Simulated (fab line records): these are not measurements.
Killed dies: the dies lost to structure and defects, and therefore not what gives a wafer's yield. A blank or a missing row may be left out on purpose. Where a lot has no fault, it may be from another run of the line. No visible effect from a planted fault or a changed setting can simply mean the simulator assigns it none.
fab line records -- flow n5-finfet
record: lots: 7, wafers: 21
route steps=1938 shown BEOL_M6@1221 BEOL_M8@1359 BEOL_M9@1446 BEOL_M10@1499 BEOL_M12@1649 BEOL_M13@1694
start-h: hours from the record's first day to the start of the lot's first wafer shown -- wait-h: hours from the lot's prior step to this one -- " unchanged from the row above -- L1.1+2: a single row standing in for several wafers -- - either no value or no given start -- * or withheld: withheld -- < > ~ a bound
route shown NAME@n: NAME is a module with steps in the file, n the number in the route of the first one -- usual: mean/standard deviation of fault-free wafers -- same: alike in all rows -- chamber/n: place in a boat -- sites: readings site by site -- _std_site: standard deviation of those values -- _edge_site: inner sites' mean taken away from outer sites' mean -- radius-mm: for every site, how far away it sits from the centre of the wafer -- mask NAME#n: copy n -- behind: the most recent tool/chamber to have shaped the wafer -- hold: what put the lot on hold/how long, in hours/how the hold closed -- device: which transistor (n, p or np) failed to switch -- end of line: the route-end tests of the same wafers -- a step with no rows: only its recipe -- killed: at the first sort, the dies lost to defects and structure; wafer yield is something else -- map: per-die view of a wafer (x killed, . not killed, _ where there is no die)
set.NAME: the setting that was run; set.NAME@STEP: the one run at that earlier step -- model.NAME: the simulator's own value behind a step, which no gauge read
lots run with intentionally changed settings; tables by step, rows by wafer
== steps ==
step: N5_BEOL_M6_COAT_22
recipe: resist: CAR-EUV, spin-rpm: 1500, resist-thk-nm: 30
lot.wafer,tool,chamber,start-h,wait-h,set.spin-rpm,model.CAR-EUV_of_BEOL_M6_COAT_22.thk-nm
L085.1+2,litho-track-03,0,-,-,1384,31.2
L085.6,litho-track-03,0,-,-,1500,30
L086.1,litho-track-02,0,-,-,1500,30
L086.2+5,litho-track-02,0,-,-,1392,31
L088.1+2+3,litho-track-01,0,-,-,1500,30
L090.1,litho-track-02,0,-,-,1577,29.4
L090.2,litho-track-02,0,-,-,1500,30
L090.3,litho-track-02,0,-,-,1577,29.2
L091.3,litho-track-01,0,-,-,1500,30
L091.4+6,litho-track-01,0,-,-,1348,31.6
L094.2,litho-track-02,0,-,-,1500,30
L094.5+6,litho-track-02,0,-,-,1436,30.8
L096.3,litho-track-02,0,-,-,1500,29.8
L096.4,litho-track-02,0,-,-,1371,31.2
L096.5,litho-track-02,0,-,-,1500,30
step: N5_BEOL_M6_EBR_24
recipe: solvent: PGMEA, ebr-width-mm: 1.5
step: N5_BEOL_M6_SOFTBAKE_23
recipe: temp-c: 110, time-s: 60, resist: CAR-EUV
step: N5_BEOL_M6_DESCUM_33
recipe: chemistry: O2, time-s: 7, source-power-w: 50, bias-power-w: 20, pressure-mtorr: 20, rf-frequency-hz: 2.712e+07, temp-c: 40, resist: CAR-EUV, o2-flow-sccm: 225
lot.wafer,tool,chamber,start-h,wait-h,set.spin-rpm@BEOL_M6_COAT_22,model.CAR-EUV_of_BEOL_M6_COAT_22.thk-nm
L085.1,rie-diel-03,0,240.23,0.4,1384,27.4
L085.2,rie-diel-03,2,240.23,0.4,1384,27.2
L085.6,rie-diel-03,1,240.23,0.4,1500,26
L086.1,rie-diel-03,1,282.71,0.3,1500,26
L086.2,rie-diel-03,2,282.71,0.3,1392,27.2
L086.5,rie-diel-03,2,282.71,0.3,1392,27
L088.1+3,rie-diel-03,"1,3",285.89,0.0,1500,26
L088.2,rie-diel-03,0,285.89,0.0,1500,26.2
L090.1,rie-diel-02,0,290.29,0.3,1577,25.6
L090.2,rie-diel-02,3,290.29,0.3,1500,26
L090.3,rie-diel-02,2,290.29,0.3,1577,25.4
L091.3,rie-diel-03,2,290.33,0.2,1500,26
L091.4,rie-diel-03,3,290.33,0.2,1348,27.8
L091.6,rie-diel-03,1,290.33,0.2,1348,27.6
L094.2,rie-diel-02,1,312.80,0.0,1500,26.2
L094.5+6,rie-diel-02,"0,3",312.80,0.0,1436,26.8
L096.3+5,rie-diel-03,"0,3",339.31,0.0,1500,26
L096.4,rie-diel-03,2,339.31,0.0,1371,27.4
step: N5_BEOL_M6_ETCH_66
recipe: chemistry: N2/H2, target: SOC, target-depth-a: 800, overetch-a: 160, mask-material: SiARC, temp-c: 40, time-s: 120, ion-energy-ev: 200, pressure-mtorr: 30, source-w: 840, bias-w: 150, n2-flow-sccm: 200, h2-flow-sccm: 200
usual: rf-vpp-V: 523.1/2.2
lot.wafer,tool,chamber,start-h,wait-h,set.bias-w,rf-vpp-V,model.SiARC_of_BEOL_M6_COAT_64.thk-nm
L085.1,rie-diel-03,0,240.31,0.0,150,521.2,6.6
L085.2,rie-diel-03,2,240.31,0.0,150,522.1,6.4
L085.6,rie-diel-03,1,240.31,0.0,172.5,571.3,5
L086.1,rie-diel-03,1,282.78,0.0,161.2,546.4,5.6
L086.2,rie-diel-03,2,282.78,0.0,150,522.0,6.4
L086.5,rie-diel-03,2,282.78,0.0,161.2,547.2,5.8
L088.1,rie-diel-03,1,285.97,0.0,150,523.0,6.2
L088.2,rie-diel-03,0,285.97,0.0,150,522.1,6.8
L088.3,rie-diel-03,3,285.97,0.0,150,521.1,6.4
L090.1,rie-diel-02,0,290.37,0.0,150,525.2,6.4
L090.2,rie-diel-02,3,290.37,0.0,150,529.0,6.2
L090.3,rie-diel-02,2,290.37,0.0,150,523.0,6.4
L091.3,rie-diel-03,2,290.41,0.0,150,522.0,6.4
L091.4,rie-diel-03,3,290.41,0.0,150,519.4,6.4
L091.6,rie-diel-03,1,290.41,0.0,150,522.4,6.4
L094.2,rie-diel-02,1,312.88,0.0,150,523.3,6.6
L094.5,rie-diel-02,0,312.88,0.0,150,525.9,6.4
L094.6,rie-diel-02,3,312.88,0.0,150,528.1,6.2
L096.3,rie-diel-03,0,339.39,0.0,150,523.0,6.6
L096.4,rie-diel-03,2,339.39,0.0,150,521.8,6.4
L096.5,rie-diel-03,3,339.39,0.0,150,520.0,6.2
step: N5_BEOL_M6_TRENCH_ETCH_37
recipe: chemistry: C4F6/O2, target-depth-a: 944.35, target: SiCOH_lowk, time-s: 31.5, ion-energy-ev: 250, pressure-mtorr: 30, source-w: 345, bias-w: 185, Ar_flow_sccm: 300, C4F6_flow_sccm: 10, O2_flow_sccm: 10
lot.wafer,tool,chamber,start-h,wait-h,set.time-s,model.etch.depth-nm,model.BEOL_M6.feature-depth-nm
L085.1,rie-diel-03,0,-,-,29.64,86.23,86.2
L085.2,rie-diel-03,2,-,-,29.64,90.35,90.4
L085.6,rie-diel-03,1,-,-,31.5,95.49,95.4
L086.1,rie-diel-03,1,-,-,35.34,107.9,108
L086.2,rie-diel-03,2,-,-,31.5,95.53,95.6
L086.5,rie-diel-03,2,-,-,31.5,95.69,95.6
L088.1,rie-diel-03,1,-,-,31.5,96.54,96.6
L088.2,rie-diel-03,0,-,-,31.5,94.17,94.2
L088.3,rie-diel-03,3,-,-,31.5,92.72,92.8
L090.1,rie-diel-02,0,-,-,31.5,93.05,93
L090.2,rie-diel-02,3,-,-,31.5,98.01,98
L090.3,rie-diel-02,2,-,-,31.5,95.2,95.2
L091.3,rie-diel-03,2,-,-,31.5,95.79,95.8
L091.4,rie-diel-03,3,-,-,31.5,93.32,93.4
L091.6,rie-diel-03,1,-,-,31.5,96.42,96.4
L094.2,rie-diel-02,1,-,-,31.5,94.68,94.6
L094.5,rie-diel-02,0,-,-,31.5,93.49,93.4
L094.6,rie-diel-02,3,-,-,34.86,107.6,107.6
L096.3,rie-diel-03,0,-,-,27.91,82.12,82.2
L096.4,rie-diel-03,2,-,-,27.91,83.51,83.6
L096.5,rie-diel-03,3,-,-,31.5,93.11,93.2
step: N5_BEOL_M6_ETCH_41
recipe: chemistry: CH3F/O2, target: SiCN, target-depth-a: 297, taper-deg: 2, time-s: 52, ion-energy-ev: 120, mask-material: TiN, pressure-mtorr: 30, source-w: 395, bias-w: 75, Ar_flow_sccm: 150, CH3F_flow_sccm: 30, O2_flow_sccm: 20
step: N5_BEOL_M6_STRIP_80
recipe: chemistry: N2/H2, time-s: 10, power-w: 450, temp-c: 40, pressure-mtorr: 20, rf-frequency-hz: 6e+07, bias-power-w: 7, n2-flow-sccm: 200, h2-flow-sccm: 200
step: N5_BEOL_M6_OCD_MEAS_38
usual: trench-depth-nm: 94.6/1.5
lot.wafer,tool,chamber,start-h,wait-h,set.time-s@BEOL_M6_TRENCH_ETCH_37,trench-depth-nm
L085.1,ocd-01,-,240.66,-,29.64,86.2
L085.2,ocd-01,-,240.66,-,29.64,90.2
L085.6,ocd-01,-,240.66,-,31.5,95.6
L086.1,ocd-02,-,283.13,-,35.34,108.1
L086.2,ocd-02,-,283.13,-,31.5,95.4
L086.5,ocd-02,-,283.13,-,31.5,96.3
L088.1,ocd-02,-,286.32,-,31.5,96.3
L088.2,ocd-02,-,286.32,-,31.5,94.5
L088.3,ocd-02,-,286.32,-,31.5,92.5
L090.1,ocd-02,-,290.72,-,31.5,92.9
L090.2,ocd-02,-,290.72,-,31.5,97.6
L090.3,ocd-02,-,290.72,-,31.5,94.9
L091.3,ocd-01,-,290.76,-,31.5,95.6
L091.4,ocd-01,-,290.76,-,31.5,93.3
L091.6,ocd-01,-,290.76,-,31.5,96.3
L094.2,ocd-02,-,313.22,-,31.5,94.8
L094.5,ocd-02,-,313.22,-,31.5,93.8
L094.6,ocd-02,-,313.22,-,34.86,107.2
L096.3,ocd-01,-,339.74,-,27.91,82.1
L096.4,ocd-01,-,339.74,-,27.91,83.3
L096.5,ocd-01,-,339.74,-,31.5,93.2
step: N5_BEOL_M6_ALD_77
recipe: material: TaN, target-thk-a: 20, temp-c: 275, ald-precursor-family: PDMAT, ald-co-reactant: NH3, pressure-torr: 3, carrier-flow-sccm: 1500, pulse-time-s: 2, purge-time-s: 3, co-reactant-purge-time-s: 2, co-reactant-pulse-time-s: 3, ald-cycles: 40, precursor-vessel-temp-c: 75, precursor-vessel-pressure-torr: 26.25, precursor-vessel-carrier-sccm: 1000
lot.wafer,tool,chamber,start-h,wait-h,set.co-reactant-pulse-time-s
L085.1+2+6,ald-metal-03,"1,2,1",241.52,0.0,3
L086.1,ald-metal-04,3,284.11,0.3,2.696
L086.2+5,ald-metal-04,"0,2",284.11,0.3,3
L088.1+2+3,ald-metal-04,"0,1,2",287.30,0.3,3
L090.1+2+3,ald-metal-01,"2,3,0",292.41,0.1,3
L091.3+4,ald-metal-04,"3,0",292.43,0.0,3
L091.6,ald-metal-04,2,292.43,0.0,3.643
L094.2+6,ald-metal-04,"2,1",314.24,0.0,3.576
L094.5,ald-metal-04,2,314.24,0.0,3
L096.3,ald-metal-01,2,340.41,0.1,3
L096.4+5,ald-metal-01,"0,3",340.41,0.1,2.649
step: N5_BEOL_M6_SURFACE_TREAT_79
recipe: gas: Ar, time-s: *, ion-energy-ev: *, ion-current-ma-cm2: 0.5, pressure-mtorr: *, ar-flow-sccm: 30
step: N5_BEOL_M6_CVD_78
recipe: material: Co, target-thk-a: 20, temp-c: withheld, precursor: CCTBA/H2, pressure-torr: 30, time-s: 142.3
step: N5_BEOL_M6_ECD_50
recipe: material: Cu, target-thk-a: 3000
step: N5_BEOL_M6_ANNEAL_51
recipe: temp-c: 225, time-s: 90, ambient: N2
step: N5_BEOL_M6_CMP_52
recipe: stop-on: SiCOH_lowk, t-overpolish-s: 6.9, down-force-psi: 1, platen-rpm: 50, clearing-platen-down-force-psi: 1.5, clearing-platen-rpm: 50, post-cmp-clean: cu-alkaline, target-thk-nm: 80, clearing-platen-pad-velocity-m-s: 0.99484, pad-velocity-m-s: 0.99484
lot.wafer,tool,chamber,start-h,wait-h,set.time-s@BEOL_M6_TRENCH_ETCH_37,model.Cu_of_BEOL_M6_ECD_50.thk-nm
L085.2,cmp-02,0,244.08,0.2,29.64,74.4
L085.1,cmp-02,1,244.08,0.2,29.64,71
L085.6,cmp-02,0,244.08,0.2,31.5,80.6
L086.1,cmp-02,0,286.96,0.3,35.34,92.6
L086.2,cmp-02,3,286.96,0.3,31.5,80.4
L086.5,cmp-02,1,286.96,0.3,31.5,80.2
L088.2,cmp-01,0,288.61,0.2,31.5,79.6
L088.1,cmp-01,1,288.61,0.2,31.5,81.4
L088.3,cmp-01,2,288.61,0.2,31.5,78.4
L090.3,cmp-01,0,293.75,0.2,31.5,81.4
L090.1,cmp-01,1,293.75,0.2,31.5,78.6
L090.2,cmp-01,2,293.75,0.2,31.5,83.6
L091.3,cmp-04,3,294.02,0.2,31.5,81
L091.4,cmp-04,2,294.02,0.2,31.5,78.2
L091.6,cmp-04,0,294.02,0.2,31.5,83.4
L094.2,cmp-02,0,315.37,0.3,31.5,80
L094.6,cmp-02,1,315.37,0.3,34.86,92.2
L094.5,cmp-02,2,315.37,0.3,31.5,78
L096.4,cmp-02,2,341.77,0.1,27.91,70
L096.3,cmp-02,1,341.77,0.1,27.91,67.6
L096.5,cmp-02,2,341.77,0.1,31.5,78.8
step: N5_BEOL_M6_THK_MEAS_53
recipe: thk-meas-gauge: xrf, reads: Cu_of_BEOL_M6_ECD_50
usual: M6_THK: 79.6/2.1
lot.wafer,tool,chamber,start-h,wait-h,set.time-s@BEOL_M6_TRENCH_ETCH_37,M6_THK[nm]
L085.1,film-metro-01,-,244.38,-,29.64,70.8
L085.2,film-metro-01,-,244.38,-,29.64,73.8
L085.6,film-metro-01,-,244.38,-,31.5,80.0
L086.1,film-metro-02,-,287.25,-,35.34,91.9
L086.2,film-metro-02,-,287.25,-,31.5,80.4
L086.5,film-metro-02,-,287.25,-,31.5,79.9
L088.1,film-metro-02,-,288.86,-,31.5,81.0
L088.2,film-metro-02,-,288.86,-,31.5,80.1
L088.3,film-metro-02,-,288.86,-,31.5,78.4
L090.1,film-metro-02,-,294.05,-,31.5,78.9
L090.2,film-metro-02,-,294.05,-,31.5,84.1
L090.3,film-metro-02,-,294.05,-,31.5,81.7
L091.3,film-metro-01,-,294.32,-,31.5,81.5
L091.4,film-metro-01,-,294.32,-,31.5,78.3
L091.6,film-metro-01,-,294.32,-,31.5,83.7
L094.2,film-metro-02,-,315.55,-,31.5,79.6
L094.5,film-metro-02,-,315.55,-,31.5,77.5
L094.6,film-metro-02,-,315.55,-,34.86,91.6
L096.3,film-metro-01,-,342.07,-,27.91,67.5
L096.4,film-metro-01,-,342.07,-,27.91,69.7
L096.5,film-metro-01,-,342.07,-,31.5,78.8
step: N5_BEOL_M6_PRE_CLEAN_55
recipe: gas: NH3, time-s: 15, temp-c: withheld, rf-power-w: 300
step: N5_BEOL_M6_DEP_56
recipe: material: SiCN, target-thk-a: 100, temp-c: withheld, precursor: 3MS/NH3, pressure-torr: 3, rf-w: 202, time-s: 17.5
step: N5_BEOL_M6_RS_MEAS_57
recipe: thk-meas-gauge: four-point-probe, reads: Cu_of_BEOL_M6_ECD_50+Co_of_BEOL_M6_CVD_78+TaN_of_BEOL_M6_ALD_77
usual: M6_RS: 0.288/0.0084
lot.wafer,tool,chamber,start-h,wait-h,set.time-s@BEOL_M6_TRENCH_ETCH_37,M6_RS[ohm/sq]
L085.1,film-metro-02,-,244.51,0.1,29.64,0.330
L085.2,film-metro-02,-,244.51,0.1,29.64,0.314
L085.6,film-metro-02,-,244.51,0.1,31.5,0.284
L086.1,film-metro-02,-,287.39,0.1,35.34,0.241
L086.2,film-metro-02,-,287.39,0.1,31.5,0.285
L086.5,film-metro-02,-,287.39,0.1,31.5,0.285
L088.1,film-metro-01,-,288.99,0.1,31.5,0.280
L088.2,film-metro-01,-,288.99,0.1,31.5,0.287
L088.3,film-metro-01,-,288.99,0.1,31.5,0.292
L090.1,film-metro-02,-,294.18,0.1,31.5,0.292
L090.2,film-metro-02,-,294.18,0.1,31.5,0.272
L090.3,film-metro-02,-,294.18,0.1,31.5,0.281
L091.3,film-metro-01,-,294.45,0.1,31.5,0.282
L091.4,film-metro-01,-,294.45,0.1,31.5,0.294
L091.6,film-metro-01,-,294.45,0.1,31.5,0.273
L094.2,film-metro-01,-,315.68,0.1,31.5,0.286
L094.5,film-metro-01,-,315.68,0.1,31.5,0.295
L094.6,film-metro-01,-,315.68,0.1,34.86,0.242
L096.3,film-metro-01,-,342.20,0.1,27.91,0.349
L096.4,film-metro-01,-,342.20,0.1,27.91,0.335
L096.5,film-metro-01,-,342.20,0.1,31.5,0.291
step: N5_BEOL_M8_COAT_22
recipe: resist: CAR-EUV, spin-rpm: 1500, resist-thk-nm: 30
lot.wafer,tool,chamber,start-h,wait-h,set.spin-rpm,model.CAR-EUV_of_BEOL_M8_COAT_22.thk-nm
L085.1,litho-track-01,0,-,-,1633,28.6
L085.2+6,litho-track-01,0,-,-,1500,30
L086.1,litho-track-01,0,-,-,1593,29
L086.2,litho-track-01,0,-,-,1593,29.2
L086.5,litho-track-01,0,-,-,1500,30
L088.1+2+3,litho-track-01,0,-,-,1500,30
L090.1,litho-track-01,0,-,-,1638,28.6
L090.2+3,litho-track-01,0,-,-,1500,30
L091.3,litho-track-04,0,-,-,1500,30
L091.4,litho-track-04,0,-,-,1607,29.2
L091.6,litho-track-04,0,-,-,1607,29
L094.2+6,litho-track-03,0,-,-,1568,29.4
L094.5,litho-track-03,0,-,-,1500,30
L096.3+5,litho-track-04,0,-,-,1349,31.6
L096.4,litho-track-04,0,-,-,1500,30
step: N5_BEOL_M8_EBR_24
recipe: solvent: PGMEA, ebr-width-mm: 1.5
step: N5_BEOL_M8_SOFTBAKE_23
recipe: temp-c: 110, time-s: 60, resist: CAR-EUV
step: N5_BEOL_M8_DESCUM_33
recipe: chemistry: O2, time-s: 7, source-power-w: 50, bias-power-w: 20, pressure-mtorr: 20, rf-frequency-hz: 2.712e+07, temp-c: 40, resist: CAR-EUV, o2-flow-sccm: 225
lot.wafer,tool,chamber,start-h,wait-h,set.spin-rpm@BEOL_M8_COAT_22,model.CAR-EUV_of_BEOL_M8_COAT_22.thk-nm
L085.1,rie-diel-03,1,259.88,0.0,1633,24.6
L085.2+6,rie-diel-03,0,259.88,0.0,1500,26
L086.1+2,rie-diel-03,"2,3",298.65,0.0,1593,25.2
L086.5,rie-diel-03,2,298.65,0.0,1500,26.2
L088.1+2+3,rie-diel-04,"2,3,1",298.82,0.0,1500,26
L090.1,rie-diel-04,1,307.51,0.0,1638,24.8
L090.2+3,rie-diel-04,"3,0",307.51,0.0,1500,26.2
L091.3,rie-diel-04,1,310.42,0.0,1500,26.2
L091.4+6,rie-diel-04,"3,1",310.42,0.0,1607,25.2
L094.2+6,rie-diel-04,"0,2",328.69,0.7,1568,25.4
L094.5,rie-diel-04,1,328.69,0.7,1500,26.2
L096.3+5,rie-diel-04,"3,0",354.45,0.0,1349,27.6
L096.4,rie-diel-04,1,354.45,0.0,1500,26
step: N5_BEOL_M9_TRENCH_ETCH_37
recipe: chemistry: C4F6/O2, target-depth-a: 1514.3, target: SiCOH_lowk, time-s: 49, ion-energy-ev: 250, pressure-mtorr: 30, source-w: 345, bias-w: 185, Ar_flow_sccm: 300, C4F6_flow_sccm: 10, O2_flow_sccm: 10
usual: rf-vpp-V: 667/12
lot.wafer,tool,chamber,start-h,wait-h,set.source-w,rf-vpp-V
L085.1,rie-diel-01,1,-,-,288.8,739
L085.2,rie-diel-01,0,-,-,288.8,715
L085.6,rie-diel-01,1,-,-,288.8,737
L086.1,rie-diel-06,0,-,-,283.7,737
L086.2,rie-diel-06,3,-,-,345,682
L086.5,rie-diel-06,3,-,-,283.7,754
L088.1,rie-diel-01,1,-,-,345,674
L088.2,rie-diel-01,2,-,-,345,648
L088.3,rie-diel-01,0,-,-,345,655
L090.1,rie-diel-01,2,-,-,369.6,626
L090.2,rie-diel-01,0,-,-,369.6,631
L090.3,rie-diel-01,3,-,-,345,665
L091.3,rie-diel-06,1,-,-,326.3,682
L091.4,rie-diel-06,0,-,-,345,667
L091.6,rie-diel-06,1,-,-,345,664
L094.2,rie-diel-01,1,-,-,317.9,703
L094.5,rie-diel-01,1,-,-,317.9,703
L094.6,rie-diel-01,3,-,-,345,665
L096.3,rie-diel-01,1,-,-,327.6,691
L096.4,rie-diel-01,2,-,-,345,647
L096.5,rie-diel-01,3,-,-,345,665
step: N5_BEOL_M10_EXPOSE_25
recipe: mask-id: V9, na: 1.35, source-shape: annular, sigma-inner: 0.5, sigma-outer: 0.8, polarization: unpolarized, dose-mj: 85.5
lot.wafer,tool,chamber,start-h,wait-h,mask,set.dose-mj
L085.1+6,arfi-scanner-03,0,275.78,-,V9#0,85.5
L085.2,arfi-scanner-03,0,275.78,-,V9#0,89.15
L086.1+5,arfi-scanner-01,0,316.04,-,V9#0,85.5
L086.2,arfi-scanner-01,0,316.04,-,V9#0,83.17
L088.1+2+3,arfi-scanner-02,0,316.27,-,V9#0,85.5
L090.1,arfi-scanner-01,0,324.47,-,V9#0,85.5
L090.2+3,arfi-scanner-01,0,324.47,-,V9#0,79.58
L091.3+6,arfi-scanner-01,0,327.48,-,V9#0,88.2
L091.4,arfi-scanner-01,0,327.48,-,V9#0,85.5
L094.2,arfi-scanner-02,0,346.54,-,V9#0,87.43
L094.5+6,arfi-scanner-02,0,346.54,-,V9#0,85.5
L096.3+4,arfi-scanner-02,0,370.40,-,V9#0,91.86
L096.5,arfi-scanner-02,0,370.40,-,V9#0,85.5
step: N5_BEOL_M10_PEB_26
recipe: peb-temp-c: withheld, peb-time-s: 60, resist: CAR-ArF
lot.wafer,tool,chamber,start-h,wait-h,set.peb-time-s
L085.1+6,litho-track-05,0,275.84,0.1,60
L085.2,litho-track-05,0,275.84,0.1,54.08
L086.1+2,litho-track-05,0,316.10,0.1,68.88
L086.5,litho-track-05,0,316.10,0.1,60
L088.1+2+3,litho-track-05,0,316.34,0.1,60
L090.1,litho-track-04,0,324.54,0.1,70.54
L090.2+3,litho-track-04,0,324.54,0.1,60
L091.3+4,litho-track-05,0,327.53,0.0,71.83
L091.6,litho-track-05,0,327.53,0.0,60
L094.2,litho-track-04,0,346.60,0.1,60
L094.5+6,litho-track-04,0,346.60,0.1,69.1
L096.3+4+5,litho-track-05,0,370.45,0.0,60
step: N5_BEOL_M10_DEVELOP_27
recipe: develop-time-s: 30, developer: TMAH, resist: CAR-ArF, rinse-liquid: diw, dry: air-spin, dev-temp-c: 23
step: N5_BEOL_M10_CD_MEAS_28
recipe: target-cd-nm: 70, landing-energy-ev: 500, detector: se-inlens, polarity: opening
usual: cd-nm: 70.5/1.1
lot.wafer,tool,chamber,start-h,wait-h,set.dose-mj@BEOL_M10_EXPOSE_25,set.peb-time-s@BEOL_M10_PEB_26,cd-nm
L085.1,cd-sem-01,0,275.91,-,85.5,60,70.9
L085.2,cd-sem-01,0,275.91,-,89.15,54.08,70.7
L085.6,cd-sem-01,0,275.91,-,85.5,60,69.8
L086.1,cd-sem-02,0,316.17,-,85.5,68.88,78.4
L086.2,cd-sem-02,0,316.17,-,83.17,68.88,73.8
L086.5,cd-sem-02,0,316.17,-,85.5,60,70.3
L088.1,cd-sem-01,0,316.40,-,85.5,60,70.9
L088.2,cd-sem-01,0,316.40,-,85.5,60,71.3
L088.3,cd-sem-01,0,316.40,-,85.5,60,70.0
L090.1,cd-sem-01,0,324.60,-,85.5,70.54,77.4
L090.2,cd-sem-01,0,324.60,-,79.58,60,65.1
L090.3,cd-sem-01,0,324.60,-,79.58,60,65.8
L091.3,cd-sem-02,0,327.60,-,88.2,71.83,80.0
L091.4,cd-sem-02,0,327.60,-,85.5,71.83,77.5
L091.6,cd-sem-02,0,327.60,-,88.2,60,73.8
L094.2,cd-sem-02,0,346.66,-,87.43,60,72.7
L094.5,cd-sem-02,0,346.66,-,85.5,69.1,78.1
L094.6,cd-sem-02,0,346.66,-,85.5,69.1,77.0
L096.3,cd-sem-02,0,370.52,-,91.86,60,76.6
L096.4,cd-sem-02,0,370.52,-,91.86,60,77.9
L096.5,cd-sem-02,0,370.52,-,85.5,60,69.0
step: N5_BEOL_M12_SPUTTER_44
recipe: material: Ta, target-thk-a: 100, temp-c: 50, bias-v: 80, power-w: 15000, chamber-pressure-pa: 0.07, time-s: 16.13
lot.wafer,tool,chamber,start-h,wait-h,set.time-s,model.Ta_of_BEOL_M12_SPUTTER_44.thk-nm
L085.1,pvd-sputter-01,-,292.99,0.0,16.13,9.8
L085.2+6,pvd-sputter-01,-,292.99,0.0,16.13,10
L086.1+5,pvd-sputter-03,-,332.37,0.0,16.13,10
L086.2,pvd-sputter-03,-,332.37,0.0,16.13,9.8
L088.1,pvd-sputter-01,-,332.51,0.0,16.13,9.8
L088.2,pvd-sputter-01,-,332.51,0.0,16.13,9.6
L088.3,pvd-sputter-01,-,332.51,0.0,16.13,10
L090.1,pvd-sputter-03,-,344.12,0.0,14.94,9.2
L090.2,pvd-sputter-03,-,344.12,0.0,14.94,9
L090.3,pvd-sputter-03,-,344.12,0.0,16.13,10.2
L091.3+4,pvd-sputter-03,-,347.14,0.0,16.13,9.8
L091.6,pvd-sputter-03,-,347.14,0.0,16.13,10
L094.2+6,pvd-sputter-02,-,367.83,0.0,16.13,9.8
L094.5,pvd-sputter-02,-,367.83,0.0,16.13,10
L096.3,pvd-sputter-01,-,386.87,0.0,16.13,10
L096.4,pvd-sputter-01,-,386.87,0.0,14.21,8.8
L096.5,pvd-sputter-01,-,386.87,0.0,14.21,8.6
step: N5_BEOL_M13_ETCH_68
recipe: chemistry: N2/H2, target: SOC, mask-material: SiARC, source-w: 3000, bias-w: 350, temp-c: 40, time-s: 355, ion-energy-ev: 200, pressure-mtorr: 30, n2-flow-sccm: 200, h2-flow-sccm: 200
lot.wafer,tool,chamber,start-h,wait-h,set.time-s,model.SiARC_of_BEOL_M13_COAT_66.thk-nm
L085.1+6,rie-diel-01,"0,2",296.18,0.1,355,77
L085.2,rie-diel-01,3,296.18,0.1,287.9,82.6
L086.1,rie-diel-01,1,335.47,0.1,355,76.8
L086.2,rie-diel-01,3,335.47,0.1,355,76.4
L086.5,rie-diel-01,2,335.47,0.1,278.6,84.2
L088.1+2,rie-diel-01,"1,3",336.02,0.1,355,77.4
L088.3,rie-diel-01,2,336.02,0.1,355,77.8
L090.1,rie-diel-05,2,347.42,0.1,355,77.2
L090.2+3,rie-diel-05,"0,1",347.42,0.1,292.9,83
L091.3,rie-diel-01,0,350.66,0.1,355,76.8
L091.4,rie-diel-01,3,350.66,0.1,355,77.2
L091.6,rie-diel-01,2,350.66,0.1,290.9,83.8
L094.2+6,rie-diel-06,"1,3",370.90,0.1,355,77.2
L094.5,rie-diel-06,1,370.90,0.1,355,77.6
L096.3,rie-diel-06,3,390.45,0.1,279.1,84.2
L096.4,rie-diel-06,1,390.45,0.1,355,76.8
L096.5,rie-diel-06,0,390.45,0.1,279.1,84
== key ==
split: step: N5_BEOL_M6_COAT_22, setting: spin-rpm, stated: 1500, by: wafer
response: step: N5_BEOL_M6_COAT_22, reading: model.CAR-EUV_of_BEOL_M6_COAT_22.thk-nm, change: -0.153, per: 1%, r: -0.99
response: step: N5_BEOL_M6_DESCUM_33, reading: model.CAR-EUV_of_BEOL_M6_COAT_22.thk-nm, change: -0.157, per: 1%, r: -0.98
split: step: N5_BEOL_M6_ETCH_66, setting: bias-w, stated: 150, by: wafer
response: step: N5_BEOL_M6_ETCH_66, reading: rf-vpp-V, change: +3.32, per: 1%, r: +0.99
response: step: N5_BEOL_M6_ETCH_66, reading: model.SiARC_of_BEOL_M6_COAT_64.thk-nm, change: -0.0988, per: 1%, r: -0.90
split: step: N5_BEOL_M6_TRENCH_ETCH_37, setting: time-s, stated: 31.5, by: wafer
response: step: N5_BEOL_M6_TRENCH_ETCH_37, reading: model.etch.depth-nm, change: +1.06, per: 1%, r: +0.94
response: step: N5_BEOL_M6_TRENCH_ETCH_37, reading: model.BEOL_M6.feature-depth-nm, change: +1.07, per: 1%, r: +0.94
response: step: N5_BEOL_M6_OCD_MEAS_38, reading: trench-depth-nm, change: +1.05, per: 1%, r: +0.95
response: step: N5_BEOL_M6_CMP_52, reading: model.Cu_of_BEOL_M6_ECD_50.thk-nm, change: +1.06, per: 1%, r: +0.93
response: step: N5_BEOL_M6_THK_MEAS_53, reading: M6_THK, change: +1.04, per: 1%, r: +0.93
response: step: N5_BEOL_M6_RS_MEAS_57, reading: M6_RS, change: -0.00434, per: 1%, r: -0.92
split: step: N5_BEOL_M6_ALD_77, setting: co-reactant-pulse-time-s, stated: 3, by: wafer
response none clear
split: step: N5_BEOL_M8_COAT_22, setting: spin-rpm, stated: 1500, by: wafer
response: step: N5_BEOL_M8_COAT_22, reading: model.CAR-EUV_of_BEOL_M8_COAT_22.thk-nm, change: -0.15, per: 1%, r: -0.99
response: step: N5_BEOL_M8_DESCUM_33, reading: model.CAR-EUV_of_BEOL_M8_COAT_22.thk-nm, change: -0.156, per: 1%, r: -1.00
split: step: N5_BEOL_M9_TRENCH_ETCH_37, setting: source-w, stated: 345, by: wafer
response: step: N5_BEOL_M9_TRENCH_ETCH_37, reading: rf-vpp-V, change: -4.05, per: 1%, r: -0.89
split: step: N5_BEOL_M10_EXPOSE_25, setting: dose-mj, stated: 85.5, by: wafer
response: step: N5_BEOL_M10_CD_MEAS_28, reading: cd-nm, slope: +0.944, per: 1%, together-with: peb-time-s@BEOL_M10_PEB_26, explained: 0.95
split: step: N5_BEOL_M10_PEB_26, setting: peb-time-s, stated: 60, by: wafer
response: step: N5_BEOL_M10_CD_MEAS_28, reading: cd-nm, slope: +0.377, per: 1%, together-with: dose-mj@BEOL_M10_EXPOSE_25, explained: 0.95
split: step: N5_BEOL_M12_SPUTTER_44, setting: time-s, stated: 16.13, by: wafer
response: step: N5_BEOL_M12_SPUTTER_44, reading: model.Ta_of_BEOL_M12_SPUTTER_44.thk-nm, change: +0.12, per: 1%, r: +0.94
split: step: N5_BEOL_M13_ETCH_68, setting: time-s, stated: 355, by: wafer
response: step: N5_BEOL_M13_ETCH_68, reading: model.SiARC_of_BEOL_M13_COAT_66.thk-nm, change: -0.34, per: 1%, r: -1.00
